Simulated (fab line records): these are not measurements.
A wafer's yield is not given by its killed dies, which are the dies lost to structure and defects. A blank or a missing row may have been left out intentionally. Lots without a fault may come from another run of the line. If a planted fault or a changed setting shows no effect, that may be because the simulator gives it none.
Check for tools in common / flow nand harc / 11 lots and 33 wafers in the sample

== THE REASON FOR OPENING IT ==
On 2 of the 11 lots, a flag is raised at NHARC_P_M1_CD_MEAS_09 on the reading cd nm. Wafers without a fault read 129.9 nm, standard deviation 0.49.
Rule: a lot is flagged when every wafer of it that has a number lies more than 4 standard deviations from that mean, or none has a number. The rest of the lots are taken to be sound.

lot=L368; measured=day 6 12:04; on=cd sem-01; cd nm (nm), wafer by wafer=129.9 130.1 129.5; flag=
lot=L370; measured=day 7 06:32; on=cd sem-02; cd nm (nm), wafer by wafer=131.2 131.5 130.3; flag=
lot=L371; measured=day 7 11:55; on=cd sem-01; cd nm (nm), wafer by wafer=130.0 129.7 129.7; flag=
lot=L374; measured=day 7 23:47; on=cd sem-02; cd nm (nm), wafer by wafer=130.1 130.2 129.9; flag=
lot=L375; measured=day 8 12:17; on=cd sem-03; cd nm (nm), wafer by wafer=129.8 129.7 130.1; flag=
lot=L376; measured=day 8 12:29; on=cd sem-02; cd nm (nm), wafer by wafer=138.1 138.0 138.7; flag=FLAGGED
lot=L377; measured=day 9 10:40; on=cd sem-03; cd nm (nm), wafer by wafer=138.3 138.1 138.9; flag=FLAGGED
lot=L386; measured=day 10 16:23; on=cd sem-03; cd nm (nm), wafer by wafer=130.0 129.3 129.5; flag=
lot=L384; measured=day 10 16:58; on=cd sem-01; cd nm (nm), wafer by wafer=130.1 130.1 129.8; flag=
lot=L387; measured=day 11 08:11; on=cd sem-03; cd nm (nm), wafer by wafer=129.6 129.9 129.0; flag=
lot=L388; measured=day 11 16:13; on=cd sem-03; cd nm (nm), wafer by wafer=129.3 129.1 129.7; flag=
On average the flagged lots' numbers are 138.3 nm, which is +8.4 nm against the usual, or +17 standard deviations.

== LOT BY LOT: THE TOOL USED ==
The record keeps 1 process step preceding the reading, out of 1159 steps on the route. Read each cell as the tool, then ch plus the chambers that the sampled wafers visited, then the start.
lot=L368; flag=; NHARC_P_M1_PEB_07=litho track-04 ch 0, day 6 11:59
lot=L370; flag=; NHARC_P_M1_PEB_07=litho track-06 ch 0, day 7 06:27
lot=L371; flag=; NHARC_P_M1_PEB_07=litho track-06 ch 0, day 7 11:50
lot=L374; flag=; NHARC_P_M1_PEB_07=litho track-06 ch 0, day 7 23:42
lot=L375; flag=; NHARC_P_M1_PEB_07=litho track-01 ch 0, day 8 12:12
lot=L376; flag=FLAGGED; NHARC_P_M1_PEB_07=litho track-06 ch 0, day 8 12:24
lot=L377; flag=FLAGGED; NHARC_P_M1_PEB_07=litho track-06 ch 0, day 9 10:35
lot=L386; flag=; NHARC_P_M1_PEB_07=litho track-01 ch 0, day 10 16:19
lot=L384; flag=; NHARC_P_M1_PEB_07=litho track-04 ch 0, day 10 16:53
lot=L387; flag=; NHARC_P_M1_PEB_07=litho track-04 ch 0, day 11 08:07
lot=L388; flag=; NHARC_P_M1_PEB_07=litho track-04 ch 0, day 11 16:08
What is done by these steps:
- NHARC_P_M1_PEB_07: peb time 65 s.
- NHARC_P_M1_CD_MEAS_09: target cd 130 nm.

== FLAGGED OVER TOTAL, TOOL BY TOOL (the gauges that took the reading come last) ==
step=NHARC_P_M1_PEB_07; tool=litho track-01; lots run=2; flagged=0; share of the flagged lots=none; sound lots run after its first flagged lot=-
step=NHARC_P_M1_PEB_07; tool=litho track-04; lots run=4; flagged=0; share of the flagged lots=none; sound lots run after its first flagged lot=-
step=NHARC_P_M1_PEB_07; tool=litho track-06; lots run=5; flagged=2; share of the flagged lots=all; sound lots run after its first flagged lot=0
step=NHARC_P_M1_CD_MEAS_09; tool=cd sem-01; lots run=3; flagged=0; share of the flagged lots=none; sound lots run after its first flagged lot=-
step=NHARC_P_M1_CD_MEAS_09; tool=cd sem-02; lots run=3; flagged=1; share of the flagged lots=some; sound lots run after its first flagged lot=0
step=NHARC_P_M1_CD_MEAS_09; tool=cd sem-03; lots run=5; flagged=1; share of the flagged lots=some; sound lots run after its first flagged lot=3 (L386,L387,L388)

== THE TABLE: WHAT IT ALLOWS ==
Rows of the table that ran each flagged lot: 1, that is litho track-06 at NHARC_P_M1_PEB_07.
- litho track-06 at NHARC_P_M1_PEB_07 ran 5 lots, 2 of them flagged. Its last sound lot is L374 (day 7 23:42), its first flagged lot L376 (day 8 12:24): a fault that began between those two fits. Its own readings (heater power total W, plate temp C) fall more than 4 standard deviations out on all wafers of the flagged lots.
Left over: one tool, litho track-06 at NHARC_P_M1_PEB_07.

== WHAT HAD BEEN PUT IN BY THE SIMULATOR ==
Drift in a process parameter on litho track-06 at NHARC_P_M1_PEB_07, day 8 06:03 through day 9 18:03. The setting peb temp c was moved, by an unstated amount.
Struck lots among those shown: L376, L377. The same result came from the rule above.
